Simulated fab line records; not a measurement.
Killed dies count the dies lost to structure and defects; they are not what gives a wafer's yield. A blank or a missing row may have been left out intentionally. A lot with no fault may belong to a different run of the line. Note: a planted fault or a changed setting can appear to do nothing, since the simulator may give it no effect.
Matching of chambers + flow nand harc + NHARC_P_ZERO_WELL_DESCUM_39 on rie diel-04 has 4 sister chambers
The step chemistry O2, time 3 s. 4 wafers are shown with their chamber, then 9 later ones without.

WAFERS WITH THEIR CHAMBER
| wafer  | chamber | showerhead plenum p Torr (Torr) |
|--------|---------|---------------------------------|
| L082.6 | 1       | 2.05                            |
| L083.3 | 3       | 1.88                            |
| L089.2 | 0       | 2.00                            |
| L089.6 | 2       | 1.77                            |

WAFERS MISSING THEIR CHAMBER
| wafer  | showerhead plenum p Torr (Torr) |
|--------|---------------------------------|
| L091.2 | 1.77                            |
| L091.3 | 2.00                            |
| L091.4 | 2.04                            |
| L092.4 | 1.88                            |
| L092.5 | 1.88                            |
| L092.6 | 1.77                            |
| L094.1 | 1.77                            |
| L094.4 | 2.03                            |
| L094.5 | 2.00                            |

WHICH CHAMBER EACH WENT THROUGH
| wafer  | from the rows above     | in truth |
|--------|-------------------------|----------|
| L091.2 | 2                       | 2        |
| L091.3 | 0                       | 0        |
| L091.4 | 1                       | 1        |
| L092.4 | 3                       | 3        |
| L092.5 | 3                       | 3        |
| L092.6 | 2                       | 2        |
| L094.1 | 2                       | 2        |
| L094.4 | can't be placed: 1 or 0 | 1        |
| L094.5 | 0                       | 0        |
Correct placement for 8 of the 9. Can't be placed from these rows: 1 (the true chamber is among the candidates in 1). 0 placed wrongly.
How it was worked out, from the rows above alone: a wafer's distance from a chamber is the root of the sum, over the readings, of the square of ((its reading less the chamber's mean) divided by the reading's scatter). If the next closest chamber is less than 2 further off than the closest, the wafer can't be placed; otherwise it belongs to the closest. The mean given for a chamber averages the wafers shown for that chamber. The scatter (one wafer shown for each chamber): square how far every hidden wafer sits from the nearest shown wafer, average those squares and take the square root.
